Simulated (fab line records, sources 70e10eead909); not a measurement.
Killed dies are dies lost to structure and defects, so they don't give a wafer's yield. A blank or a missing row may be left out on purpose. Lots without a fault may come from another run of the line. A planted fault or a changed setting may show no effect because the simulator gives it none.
Which tool did it? | flow nand_harc | 11 lots, 33 wafers sampled, at 4 steps of a route of 1302

WHAT THE GAUGES READ, wafer by wafer
The record holds no reading of a measuring or inspecting step that can be judged against a usual standard deviation.

WHICH TOOL RAN EACH LOT (tool, then ch and the chambers of the sampled wafers, then the start)
lot  | NHARC_P_ZERO_WELL_ETCH_62                    | NHARC_P_ZERO_WELL_DESCUM_39        | NHARC_P_ZERO_WELL_DESCUM_54        | NHARC_P_STI_ETCH_31
L278 | rie_diel-05 ch 2,3, day 2 00:24 or earlier   | rie_diel-09 ch 2,3, day 2 00:24    | rie_diel-05 ch 2,3, day 2 02:04    | rie_diel-06 ch 0,1,2, no start
L280 | rie_diel-05 ch 1,3, day 2 20:32 or earlier   | rie_diel-09 ch 0,2, day 2 20:32    | rie_diel-09 ch 0,2, day 2 22:10    | rie_diel-06 ch 0,1,2, no start
L281 | rie_diel-08 ch 1,2,3, day 3 07:23 or earlier | rie_diel-08 ch 0,2,3, day 3 07:23  | rie_diel-08 ch 0,1,3, day 3 08:55  | rie_diel-11 ch 0,1,2, no start
L291 | rie_diel-08 ch 1,3, day 7 10:59 or earlier   | rie_diel-05 ch 0,1,2, day 7 10:59  | rie_diel-08 ch 2,3, day 7 12:31    | rie_diel-11 ch 1,2,3, no start
L292 | rie_diel-05 ch 0,3, day 7 20:02 or earlier   | rie_diel-05 ch 0,1, day 7 20:02    | rie_diel-08 ch 1,2, day 7 21:33    | rie_diel-11 ch 0,1,2, no start
L293 | rie_diel-05 ch 0,1,2, day 8 06:08 or earlier | rie_diel-05 ch 1,2, day 8 06:08    | rie_diel-09 ch 1,2,3, day 8 07:41  | rie_diel-06 ch 0,2, no start
L294 | rie_diel-05 ch 0,2, day 8 16:11 or earlier   | rie_diel-08 ch 0,1, day 8 16:11    | rie_diel-05 ch 0,1, day 8 17:42    | rie_diel-01 ch 1,2,3, no start
L295 | rie_diel-05 ch 0,2,3, day 9 02:23 or earlier | rie_diel-05 ch 0,1, day 9 02:23    | rie_diel-05 ch 0,1,2, day 9 03:56  | rie_diel-11 ch 1,2,3, no start
L299 | rie_diel-08 ch 0,3, day 10 23:57 or earlier  | rie_diel-08 ch 0,1,2, day 10 23:57 | rie_diel-05 ch 0,1,3, day 11 01:35 | rie_diel-06 ch 0,1,2, no start
L300 | rie_diel-05 ch 2,3, day 11 04:17 or earlier  | rie_diel-09 ch 0,1, day 11 04:17   | rie_diel-09 ch 0,2,3, day 11 05:56 | rie_diel-06 ch 2,3, no start
L301 | rie_diel-08 ch 0,1, day 11 14:28 or earlier  | rie_diel-08 ch 0,1,2, day 11 14:28 | rie_diel-08 ch 0,1,3, day 11 16:00 | rie_diel-06 ch 1,2,3, no start
- NHARC_P_ZERO_WELL_ETCH_62: etches the open film in CHF3/Ar, target depth 13 nm, time 6.5 s.
- NHARC_P_ZERO_WELL_DESCUM_39: chemistry O2, time 3 s.
- NHARC_P_ZERO_WELL_DESCUM_54: chemistry O2, time 3 s.
- NHARC_P_STI_ETCH_31: etches the open film in CF4/CHF3, target depth 108.9 nm, time 54.5 s.

WHAT THE TOOLS THEMSELVES READ (means of the sampled wafers that have a number; where no wafer has one, the mark that the record gives instead)
NHARC_P_ZERO_WELL_ETCH_62.
lot  | tool        | bias_w (W) | drypump_motor_current_A (A) | oes_product_au (a.u.) | rf_vpp_V (V) | showerhead_plenum_p_Torr (Torr) | throttle_valve_pct (%)
L278 | rie_diel-05 | 200.6      | 6.31                        | 0.935                 | 367.3        | 2.24                            | 20.219
L280 | rie_diel-05 | 200.4      | 6.18                        | 0.966                 | 369.6        | 2.28                            | 20.221
L281 | rie_diel-08 | 199.3      | 6.17                        | 0.947                 | 368.3        | 2.23                            | 20.219
L291 | rie_diel-08 | 200.5      | 6.17                        | 0.922                 | 368.5        | 2.25                            | 20.212
L292 | rie_diel-05 | 199.8      | 6.22                        | 0.978                 | 367.7        | 2.24                            | 20.217
L293 | rie_diel-05 | 199.7      | 6.02                        | 0.967                 | 369.6        | 2.30                            | 20.213
L294 | rie_diel-05 | 200.1      | 6.02                        | 0.973                 | 369.2        | 2.29                            | 20.218
L295 | rie_diel-05 | 200.5      | 6.11                        | 0.954                 | 369.3        | 2.26                            | 20.216
L299 | rie_diel-08 | 200.3      | 6.36                        | 0.925                 | 370.7        | 2.35                            | 20.219
L300 | rie_diel-05 | 200.3      | 6.30                        | 0.975                 | 368.3        | 2.21                            | 20.217
L301 | rie_diel-08 | 200.1      | 6.26                        | 0.927                 | 371.8        | 2.43                            | 20.211

NHARC_P_ZERO_WELL_DESCUM_39.
lot  | tool        | drypump_motor_current_A (A) | o2_flow_sccm (sccm) | oes_product_au (a.u.) | rf_vpp_V (V) | showerhead_plenum_p_Torr (Torr) | throttle_valve_pct (%)
L278 | rie_diel-09 | 6.09                        | 199.3               | 1.007                 | 57.2         | 1.97                            | 11.309
L280 | rie_diel-09 | 6.36                        | 199.7               | 0.987                 | 57.7         | 1.85                            | 11.316
L281 | rie_diel-08 | 6.33                        | 200.1               | 0.995                 | 57.6         | 1.88                            | 11.308
L291 | rie_diel-05 | 6.00                        | 199.7               | 0.993                 | 57.1         | 1.88                            | 11.309
L292 | rie_diel-05 | 5.91                        | 200.3               | 0.989                 | 57.6         | 1.89                            | 11.309
L293 | rie_diel-05 | 6.11                        | 200.6               | 0.995                 | 58.0         | 1.86                            | 11.313
L294 | rie_diel-08 | 6.11                        | 199.8               | 1.006                 | 57.4         | 1.82                            | 11.308
L295 | rie_diel-05 | 5.92                        | 200.2               | 0.992                 | 57.4         | 1.89                            | 11.313
L299 | rie_diel-08 | 6.22                        | 199.4               | 1.004                 | 58.4         | 1.94                            | 11.317
L300 | rie_diel-09 | 6.13                        | 199.0               | 0.993                 | 57.7         | 1.90                            | 11.307
L301 | rie_diel-08 | 6.23                        | 200.2               | 1.007                 | 57.7         | 1.93                            | 11.314

NHARC_P_ZERO_WELL_DESCUM_54.
lot  | tool        | drypump_motor_current_A (A) | o2_flow_sccm (sccm) | oes_product_au (a.u.) | rf_vpp_V (V) | showerhead_plenum_p_Torr (Torr) | throttle_valve_pct (%)
L278 | rie_diel-05 | 6.31                        | 200.5               | 0.999                 | 57.4         | 1.82                            | 11.315
L280 | rie_diel-09 | 6.35                        | 200.1               | 0.991                 | 57.7         | 1.85                            | 11.320
L281 | rie_diel-08 | 6.21                        | 199.7               | 0.992                 | 57.2         | 1.87                            | 11.318
L291 | rie_diel-08 | 6.31                        | 226.6               | 1.009                 | 56.8         | 1.98                            | 11.910
L292 | rie_diel-08 | 6.06                        | 213.4               | 0.998                 | 58.1         | 1.85                            | 11.610
L293 | rie_diel-09 | 5.93                        | 199.4               | 1.000                 | 57.4         | 1.97                            | 11.310
L294 | rie_diel-05 | 5.99                        | 199.3               | 0.998                 | 58.4         | 1.89                            | 11.312
L295 | rie_diel-05 | 5.99                        | 199.2               | 1.004                 | 57.8         | 1.88                            | 11.310
L299 | rie_diel-05 | 6.09                        | 199.6               | 1.004                 | 57.5         | 1.85                            | 11.314
L300 | rie_diel-09 | 6.22                        | 199.5               | 1.001                 | 56.8         | 1.89                            | 11.317
L301 | rie_diel-08 | 6.21                        | 199.5               | 0.997                 | 57.8         | 1.96                            | 11.317

NHARC_P_STI_ETCH_31.
lot  | tool        | bias_w (W) | drypump_motor_current_A (A) | oes_product_au (a.u.) | rf_vpp_V (V) | showerhead_plenum_p_Torr (Torr) | throttle_valve_pct (%)
L278 | rie_diel-06 | 200.3      | 5.71                        | 0.963                 | 371.2        | 1.60                            | 16.802
L280 | rie_diel-06 | 199.8      | 5.73                        | 0.963                 | 372.4        | 1.60                            | 16.799
L281 | rie_diel-11 | 199.8      | 5.57                        | 0.964                 | 371.0        | 1.59                            | 16.809
L291 | rie_diel-11 | 200.0      | 5.49                        | 0.964                 | 371.2        | 1.60                            | 16.802
L292 | rie_diel-11 | 199.8      | 5.55                        | 0.979                 | 371.3        | 1.59                            | 16.804
L293 | rie_diel-06 | 200.1      | 5.60                        | 0.965                 | 368.8        | 1.55                            | 16.813
L294 | rie_diel-01 | 199.6      | 5.52                        | 0.976                 | 369.3        | 1.55                            | 16.802
L295 | rie_diel-11 | 199.6      | 5.49                        | 0.938                 | 371.4        | 1.60                            | 16.799
L299 | rie_diel-06 | 200.2      | 5.70                        | 0.964                 | 371.4        | 1.60                            | 16.803
L300 | rie_diel-06 | 200.4      | 5.53                        | 0.949                 | 370.7        | 1.57                            | 16.798
L301 | rie_diel-06 | 200.2      | 5.68                        | 0.979                 | 371.5        | 1.61                            | 16.806

THE ANSWER, worked out from the rows above alone
Rule: what is usual is taken from the lots themselves. Put in order of their means at a reading, lots are off if they are a third of the lots or fewer, leave a main group of 4 or more, and stand apart from it by a gap of 3 or more times the standard deviation of the main group's means; of several such gaps the widest counts. A main group whose means are all the same, to the digits that the tables above print for the reading, isn't used. A lot without any number at a reading at which 4 lots or more have one is off too. The other lots that the step has rows for count as sound. The gauges are gone through in route order, then the tools' own readings, and for those a lot's mean is taken as printed above. The first step at which some lot is off is used, and at that step the reading that is off furthest; a lot without a number counts as furthest.
Off: L291, L292, at NHARC_P_ZERO_WELL_DESCUM_54 (throttle_valve_pct). The main group: mean 11.315 %, standard deviation 0.0034.
A tool fits if, at that step or a process step before it, it ran every lot that is off, and no sound lot after the first of them. NHARC_P_ZERO_WELL_ETCH_62 gives no start for some lots, so the hours and the order of its lots are those of NHARC_P_ZERO_WELL_DESCUM_39. None of those tried fits.

WHAT THE SIMULATOR HAD PUT IN
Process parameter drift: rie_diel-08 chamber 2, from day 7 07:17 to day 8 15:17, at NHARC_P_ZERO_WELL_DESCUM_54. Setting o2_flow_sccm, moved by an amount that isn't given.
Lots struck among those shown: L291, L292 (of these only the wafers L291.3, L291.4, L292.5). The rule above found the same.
